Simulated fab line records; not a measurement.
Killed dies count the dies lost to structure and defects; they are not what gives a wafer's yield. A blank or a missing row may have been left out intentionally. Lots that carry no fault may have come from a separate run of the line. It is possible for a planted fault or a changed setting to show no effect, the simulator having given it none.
fab line records + flow n5_finfet
record
- lots=6
- wafers=18
- last_day=18
route steps=1938 shown BEOL_M7@1283
lots that met no fault: taken from a fault-free run of the same line
start_h: hours from the record's opening day to when the first of the lot's shown wafers began + wait_h: hours since the lot's step before + " same as the row above + L1.1+2: several wafers, shown together as one row + - either no value or no given start + * or withheld: withheld + < > ~ a bound
route shown NAME@n: names a module that has steps shown in the file, with the first one's number in the route + usual: mean/standard deviation taken from wafers without a fault + same: alike in all rows + chamber/n: place in a boat + sites: readings site by site + _std_site: the standard deviation of these + _edge_site: inner sites' mean taken away from outer sites' mean + radius_mm: how far each site lies from the wafer's centre + mask NAME#n: copy n + behind: the last tool/chamber to shape the wafer + hold: reason for holding the lot/hours on hold/outcome of the hold + device: the transistor (n, p or np) that didn't switch + end of line: the tests these same wafers got at the end of their route + a step with no rows: only its recipe + killed: not the wafer's yield, but the dies lost to structure and defects at the first sort + map: dies across one wafer; x = killed, . = not, _ = none there
set.NAME: setting as actually run; set.NAME@STEP: the setting as run at that earlier step + model.NAME: the simulator's own value behind a step, which no gauge read
lots at some steps of the route; a table a step, a row a wafer
services: from which hour (start_h, from the record's first day; less than 0 if before it) a tool's chamber was out of use, for how many hours, and why
## steps
# step N5_BEOL_M7_STRIP_67
# recipe
- chemistry=CF4
- resist=SiARC
- power_w=300
- bias_power_w=75
- pressure_mtorr=50
- cf4_flow_sccm=150
- rf_frequency_hz=6e+07
# usual
- drypump_motor_current_A=5.6/0.47
- oes_product_au=0.80/0.088
- rf_vpp_V=271.4/1.6
- showerhead_plenum_p_Torr=1.80/0.066
- throttle_valve_pct=13.53/0.19
| lot.wafer | tool        | chamber | start_h | wait_h | drypump_motor_current_A | oes_product_au | rf_hours_counter_h | rf_vpp_V | showerhead_plenum_p_Torr | throttle_valve_pct |
|-----------|-------------|---------|---------|--------|-------------------------|----------------|--------------------|----------|--------------------------|--------------------|
| L990.1    | rie_diel-02 | 3       | 207.32  | 0.0    | 5.9                     | 0.74           | 154                | 270.4    | 1.80                     | 13.43              |
| L990.4    | "           | 1       | "       | "      | 5.1                     | 0.70           | 241                | 272.7    | 1.84                     | 13.77              |
| L990.6    | "           | 3       | "       | "      | 5.9                     | 0.73           | -                  | 271.0    | 1.80                     | 13.42              |
| L996.1    | rie_diel-03 | 2       | 252.51  | 0.0    | 6.3                     | 0.69           | 246                | 271.9    | 1.84                     | 13.94              |
| L996.5    | "           | 0       | "       | "      | 5.5                     | 0.75           | -                  | 270.9    | 1.79                     | 13.67              |
| L996.6    | "           | 2       | "       | "      | 6.3                     | 0.69           | -                  | 271.1    | 1.84                     | 13.92              |
| L997.1    | rie_diel-03 | 1       | 264.18  | 0.0    | 5.6                     | 0.86           | 61                 | 271.0    | 1.82                     | 13.48              |
| L997.4    | "           | 0       | "       | "      | 5.6                     | 0.75           | -                  | 272.1    | 1.79                     | 13.65              |
| L997.6    | "           | 1       | "       | "      | 5.5                     | 0.87           | -                  | 272.0    | 1.82                     | 13.46              |
| L104.2    | rie_diel-02 | 3       | 317.75  | 0.0    | 5.9                     | 0.72           | 187                | 270.8    | 1.79                     | 13.49              |
| L104.4    | "           | 0       | "       | "      | 4.6                     | 0.92           | 34                 | 271.2    | 1.83                     | 13.42              |
| L104.6    | "           | 1       | "       | "      | 5.0                     | 0.94           | -                  | 271.6    | 1.83                     | 13.27              |
| L106.1    | rie_diel-03 | 3       | 325.11  | 0.0    | 5.9                     | 0.73           | 201                | 270.5    | 1.78                     | 13.76              |
| L106.2    | "           | 0       | "       | "      | 5.5                     | 0.73           | 184                | 268.5    | 1.78                     | 13.71              |
| L106.6    | "           | 2       | "       | "      | 6.4                     | 0.96           | -                  | 272.9    | 1.83                     | 13.36              |
| L112.1    | rie_diel-02 | 3       | 351.53  | 0.0    | 5.9                     | 0.70           | 196                | 271.1    | 1.79                     | 13.51              |
| L112.2    | "           | 2       | "       | "      | 5.6                     | 0.70           | 223                | 273.6    | 1.85                     | 13.66              |
| L112.4    | "           | 1       | "       | "      | 5.1                     | 0.91           | 24                 | 272.9    | 1.83                     | 13.28              |
# step N5_BEOL_M7_HM_OPEN_17
# recipe
- chemistry=Cl2/BCl3
- target_depth_a=200
- overetch_a=60
- target=TiN
- mask_material=SOC
- ion_energy_ev=150
- pressure_mtorr=10
- icp_w=1000
- bias_w=126
- Cl2_flow_sccm=53.25
- bcl3_flow_sccm=21.75
- Ar_flow_sccm=25
# usual
- bcl3_flow_sccm=21.75/0.069
- drypump_motor_current_A=5.6/0.4
- oes_product_au=0.65/0.08
- rf_fwd_power_W=994/3
- throttle_valve_pct=22.08/0.16
| lot.wafer | tool         | chamber | start_h | wait_h | bcl3_flow_sccm | drypump_motor_current_A | oes_product_au | rf_fwd_power_W | rf_hours_counter_h | throttle_valve_pct |
|-----------|--------------|---------|---------|--------|----------------|-------------------------|----------------|----------------|--------------------|--------------------|
| L990.1    | rie_metal-02 | 1       | 207.36  | 0.0    | 21.87          | 5.8                     | 0.70           | 991            | 32                 | 21.97              |
| L990.4    | "            | 0       | "       | "      | 21.82          | 4.9                     | 0.63           | 996            | -                  | 22.21              |
| L990.6    | "            | 1       | "       | "      | 21.83          | 5.8                     | 0.70           | 997            | -                  | 21.98              |
| L996.1    | rie_metal-01 | 1       | 252.55  | 0.0    | 21.73          | 5.3                     | 0.72           | 996            | 14                 | 21.94              |
| L996.5    | "            | 1       | "       | "      | 21.76          | 5.3                     | 0.72           | 994            | -                  | 21.93              |
| L996.6    | "            | 0       | "       | "      | 21.81          | 6.1                     | 0.55           | 996            | -                  | 22.32              |
| L997.1    | rie_metal-01 | 0       | 264.22  | 0.0    | 21.83          | 6.2                     | 0.54           | 999            | 100                | 22.31              |
| L997.4    | "            | 0       | "       | "      | 21.77          | 6.1                     | 0.55           | 999            | -                  | 22.31              |
| L997.6    | "            | 0       | "       | "      | 21.83          | 6.2                     | 0.55           | 994            | -                  | 22.31              |
| L104.2    | rie_metal-01 | 0       | 317.79  | 0.0    | 21.80          | 6.1                     | 0.55           | 1000           | 105                | 22.31              |
| L104.4    | "            | 0       | "       | "      | 21.75          | 6.2                     | 0.55           | 996            | -                  | 22.33              |
| L104.6    | "            | 0       | "       | "      | 21.79          | 6.1                     | 0.55           | 993            | -                  | 22.32              |
| L106.1    | rie_metal-01 | 0       | 325.15  | 0.0    | 21.67          | 6.1                     | 0.54           | 992            | 105                | 22.32              |
| L106.2    | "            | 1       | "       | "      | 21.88          | 5.3                     | 0.69           | 994            | 21                 | 21.96              |
| L106.6    | "            | 0       | "       | "      | 21.61          | 6.2                     | 0.54           | 994            | -                  | 22.32              |
| L112.1    | rie_metal-02 | 0       | 351.57  | 0.0    | 21.85          | 4.9                     | 0.61           | 993            | 67                 | 22.23              |
| L112.2    | "            | 1       | "       | "      | 21.72          | 5.8                     | 0.67           | 996            | 44                 | 22.00              |
| L112.4    | "            | 1       | "       | "      | 21.72          | 5.8                     | 0.68           | 995            | -                  | 21.99              |
# step N5_BEOL_M7_STRIP_19
# recipe
- chemistry=O2
- power_w=400
- temp_c=40
- pressure_mtorr=30
- rf_frequency_hz=6e+07
- bias_power_w=0
- overash_fraction=0.2
- o2_flow_sccm=225
# usual
- drypump_motor_current_A=5.6/0.46
- oes_product_au=0.80/0.099
- rf_vpp_V=3.7/0.59
- showerhead_plenum_p_Torr=2.10/0.085
- throttle_valve_pct=16.63/0.18
| lot.wafer | tool        | chamber | start_h | wait_h | drypump_motor_current_A | oes_product_au | rf_hours_counter_h | rf_vpp_V | showerhead_plenum_p_Torr | throttle_valve_pct |
|-----------|-------------|---------|---------|--------|-------------------------|----------------|--------------------|----------|--------------------------|--------------------|
| L990.1    | rie_diel-02 | 2       | 207.59  | 0.2    | 5.6                     | 0.73           | 181                | 4.6      | 2.18                     | 16.60              |
| L990.4    | "           | 3       | "       | "      | 5.9                     | 0.74           | 155                | 5.3      | 2.09                     | 16.42              |
| L990.6    | "           | 2       | "       | "      | 5.6                     | 0.72           | -                  | 3.7      | 2.18                     | 16.60              |
| L996.1    | rie_diel-03 | 1       | 252.66  | 0.1    | 5.6                     | 0.88           | 56                 | 3.8      | 2.12                     | 16.54              |
| L996.5    | "           | 1       | "       | "      | 5.6                     | 0.88           | -                  | 3.8      | 2.12                     | 16.52              |
| L996.6    | "           | 0       | "       | "      | 5.5                     | 0.76           | -                  | 4.4      | 2.11                     | 16.82              |
| L997.1    | rie_diel-02 | 2       | 264.34  | 0.1    | 5.7                     | 0.70           | 198                | 3.5      | 2.17                     | 16.62              |
| L997.4    | "           | 0       | "       | "      | 4.7                     | 0.96           | 18                 | 3.7      | 2.15                     | 16.58              |
| L997.6    | "           | 1       | "       | "      | 5.1                     | 0.99           | -                  | 3.4      | 2.15                     | 16.36              |
| L104.2    | rie_diel-06 | 2       | 317.90  | 0.1    | 6.2                     | 0.76           | 160                | 3.5      | 1.93                     | 16.69              |
| L104.4    | "           | 1       | "       | "      | 5.0                     | 0.93           | 12                 | 3.4      | 2.24                     | 16.62              |
| L104.6    | "           | 1       | "       | "      | 5.1                     | 0.92           | -                  | 3.6      | 2.24                     | 16.63              |
| L106.1    | rie_diel-03 | 3       | 325.26  | 0.1    | 5.9                     | 0.72           | 201                | 4.3      | 2.08                     | 16.81              |
| L106.2    | "           | 2       | "       | "      | 6.3                     | 0.97           | 2                  | 3.4      | 2.15                     | 16.53              |
| L106.6    | "           | 3       | "       | "      | 5.9                     | 0.72           | -                  | 3.4      | 2.08                     | 16.80              |
| L112.1    | rie_diel-02 | 3       | 351.69  | 0.1    | 5.9                     | 0.69           | 196                | 3.4      | 2.08                     | 16.51              |
| L112.2    | "           | 1       | "       | "      | 5.1                     | 0.92           | 24                 | 3.2      | 2.15                     | 16.41              |
| L112.4    | "           | 0       | "       | "      | 4.7                     | 0.90           | 45                 | 2.7      | 2.14                     | 16.61              |
# step N5_BEOL_M7_CD_MEAS_18
# recipe
- pitch_nm=80
- target_cd_nm=40
# usual
- cd_nm=39.8/0.46
| lot.wafer | tool      | chamber | start_h | wait_h | cd_nm |
|-----------|-----------|---------|---------|--------|-------|
| L990.1    | cd_sem-01 | -       | 207.66  | 0.0    | 39.7  |
| L990.4    | "         | -       | "       | "      | 39.4  |
| L990.6    | "         | -       | "       | "      | 40.0  |
| L996.1    | cd_sem-03 | -       | 252.73  | 0.0    | 40.8  |
| L996.5    | "         | -       | "       | "      | 40.5  |
| L996.6    | "         | -       | "       | "      | 40.1  |
| L997.1    | cd_sem-01 | -       | 264.41  | 0.0    | 39.5  |
| L997.4    | "         | -       | "       | "      | 39.3  |
| L997.6    | "         | -       | "       | "      | 39.5  |
| L104.2    | cd_sem-02 | -       | 317.97  | 0.1    | 39.8  |
| L104.4    | "         | -       | "       | "      | 40.0  |
| L104.6    | "         | -       | "       | "      | 40.0  |
| L106.1    | cd_sem-02 | -       | 325.33  | 0.0    | 40.1  |
| L106.2    | "         | -       | "       | "      | 40.2  |
| L106.6    | "         | -       | "       | "      | 39.9  |
| L112.1    | cd_sem-03 | -       | 351.76  | 0.0    | 39.1  |
| L112.2    | "         | -       | "       | "      | 39.4  |
| L112.4    | "         | -       | "       | "      | 38.9  |
# step N5_BEOL_M7_COAT_63
# recipe
- resist=SOC
- temp_c=250
- time_s=60
- spin_rpm=1500
- resist_thk_nm=60
# step N5_BEOL_M7_COAT_64
# recipe
- resist=SiARC
- temp_c=220
- time_s=60
- spin_rpm=1500
- resist_thk_nm=12
# step N5_BEOL_M7_COAT_71
# recipe
- resist=underlayer
- temp_c=205
- time_s=60
- spin_rpm=1500
- resist_thk_nm=5
# step N5_BEOL_M7_COAT_22
# recipe
- resist=CAR-EUV
- spin_rpm=1500
- resist_thk_nm=30
# step N5_BEOL_M7_EBR_24
# recipe
- solvent=PGMEA
- ebr_width_mm=1.5
# step N5_BEOL_M7_SOFTBAKE_23
# recipe
- temp_c=110
- time_s=60
- resist=CAR-EUV
# step N5_BEOL_M7_EXPOSE_25
# recipe
- mask_id=V6
- na=0.33
- source_shape=annular
- sigma_inner=0.4
- sigma_outer=0.8
- polarization=unpolarized
- target_cd_nm=40
- dose_mj=42.5
# step N5_BEOL_M7_PEB_26
# recipe
- peb_temp_c=100
- peb_time_s=60
- resist=CAR-EUV
# step N5_BEOL_M7_DEVELOP_27
# recipe
- develop_time_s=30
- developer=TMAH
- resist=CAR-EUV
- rinse_liquid=surfactant_rinse
- dry=air_spin
- dev_temp_c=23
# usual
- chill_plate_temp_C=22.99/0.11
- develop_time_s=30/0
| lot.wafer | tool           | chamber | start_h | wait_h | chill_plate_temp_C | develop_time_s | model.CAR-EUV_of_BEOL_M7_COAT_22.thk_nm |
|-----------|----------------|---------|---------|--------|--------------------|----------------|-----------------------------------------|
| L990.1    | litho_track-03 | 0       | 208.31  | -      | 23.09              | 30             | 29.4                                    |
| L990.4    | "              | 0       | "       | "      | 23.02              | 30             | 29.4                                    |
| L990.6    | "              | 0       | "       | "      | 23.06              | 30             | 29.4                                    |
| L996.1    | litho_track-03 | -       | 253.68  | -      | -                  | -              | 30                                      |
| L996.5    | "              | -       | "       | "      | -                  | -              | 30                                      |
| L996.6    | "              | -       | "       | "      | -                  | -              | 30                                      |
| L997.1    | litho_track-03 | -       | 265.90  | -      | -                  | -              | 30                                      |
| L997.4    | "              | -       | "       | "      | -                  | -              | 30                                      |
| L997.6    | "              | -       | "       | "      | -                  | -              | 30                                      |
| L104.2    | litho_track-02 | 0       | 319.46  | -      | 22.76              | 30             | 29.4                                    |
| L104.4    | "              | 0       | "       | "      | 22.87              | 30             | 29.4                                    |
| L104.6    | "              | 0       | "       | "      | 22.91              | 30             | 29.4                                    |
| L106.1    | litho_track-01 | 0       | 325.70  | -      | 22.89              | 30             | 29.4                                    |
| L106.2    | "              | 0       | "       | "      | 22.76              | 30             | 29.6                                    |
| L106.6    | "              | 0       | "       | "      | 22.89              | 30             | 29.6                                    |
| L112.1    | litho_track-03 | 0       | 353.34  | -      | 22.92              | 30             | 29.6                                    |
| L112.2    | "              | 0       | "       | "      | 22.75              | 30             | 29.4                                    |
| L112.4    | "              | 0       | "       | "      | 22.88              | 30             | 29.6                                    |
# step N5_BEOL_M7_CD_MEAS_28
# recipe
- target_cd_nm=40
- landing_energy_ev=500
- detector=se_inlens
# usual
- cd_nm=40.03/0.23
| lot.wafer | tool      | chamber | start_h | wait_h | cd_nm |
|-----------|-----------|---------|---------|--------|-------|
| L990.1    | cd_sem-02 | 0       | 208.37  | -      | 40.10 |
| L990.4    | "         | 0       | "       | "      | 40.16 |
| L990.6    | "         | 0       | "       | "      | 39.92 |
| L996.1    | cd_sem-03 | 0       | 253.74  | -      | -     |
| L996.5    | "         | 0       | "       | "      | -     |
| L996.6    | "         | 0       | "       | "      | -     |
| L997.1    | cd_sem-01 | 0       | 265.95  | -      | -     |
| L997.4    | "         | 0       | "       | "      | -     |
| L997.6    | "         | 0       | "       | "      | -     |
| L104.2    | cd_sem-02 | 0       | 319.52  | -      | 39.71 |
| L104.4    | "         | 0       | "       | "      | 39.73 |
| L104.6    | "         | 0       | "       | "      | 40.11 |
| L106.1    | cd_sem-01 | 0       | 325.76  | -      | 40.31 |
| L106.2    | "         | 0       | "       | "      | 40.10 |
| L106.6    | "         | 0       | "       | "      | 39.77 |
| L112.1    | cd_sem-02 | 0       | 353.40  | -      | 40.02 |
| L112.2    | "         | 0       | "       | "      | 40.07 |
| L112.4    | "         | 0       | "       | "      | 40.33 |
## services
| tool         | chamber | start_h | hours | kind                          |
|--------------|---------|---------|-------|-------------------------------|
| rie_diel-03  | -       | 210.92  | 0.5   | repair                        |
| rie_diel-03  | 2       | 224.74  | 5.5   | repair                        |
| rie_diel-02  | 1       | 235.50  | -     | clean                         |
| rie_diel-02  | 1       | 235.50  | -     | consumable_replace:focus_ring |
| rie_diel-02  | 1       | 235.50  | 16.7  | scheduled_down                |
| rie_diel-02  | 1       | 235.50  | 16.7  | vent_cycle                    |
| rie_metal-02 | -       | 236.05  | 14.6  | pm                            |
| rie_diel-03  | 3       | 237.13  | 57.4  | repair                        |
| rie_diel-02  | -       | 254.90  | 8.1   | repair                        |
| rie_diel-06  | 1       | 265.26  | -     | clean                         |
| rie_diel-06  | 1       | 265.26  | -     | consumable_replace:focus_ring |
| rie_diel-06  | 1       | 265.26  | -     | consumable_replace:showerhead |
| rie_diel-06  | 1       | 265.26  | 13.6  | scheduled_down                |
| rie_diel-06  | 1       | 265.26  | 13.6  | vent_cycle                    |
| rie_diel-03  | 2       | 295.05  | -     | clean                         |
| rie_diel-03  | 2       | 295.05  | -     | consumable_replace:focus_ring |
| rie_diel-03  | 2       | 295.05  | 24.5  | scheduled_down                |
| rie_diel-03  | 2       | 295.05  | 24.5  | vent_cycle                    |
| rie_diel-02  | 1       | 296.22  | 11.3  | repair                        |
## key
first_sign
- step=N5_BEOL_M7_DEVELOP_27
- reading=tool_record
- direction=missing
effect none on later readings
model_effect
- step=N5_BEOL_M7_DEVELOP_27
- value=CAR-EUV_of_BEOL_M7_COAT_22.thk_nm
- without=29.6
- struck=30
met_at N5_BEOL_M7_DEVELOP_27
struck_wafers L996.1,L996.5,L996.6,L997.1,L997.4,L997.6
later_rows_left_out L996.1,L996.5,L996.6,L997.1,L997.4,L997.6
sort_left_out L996.1,L996.5,L996.6,L997.1,L997.4,L997.6
onset_between 208.31 253.68
fault
- kind=skipped_step_whole
- tool=litho_track-03
- chamber=-
- onset_h=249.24
- steps=N5_BEOL_M7_DEVELOP_27
- scope=struck_lots_only
# sort_left_out: the simulated sort isn't trusted on such a fault, so these wafers' sort isn't shown, and their yield isn't known
# later_rows_left_out: the simulator's readings of these wafers behind a module that went badly wrong aren't trusted and aren't shown, but for the sort
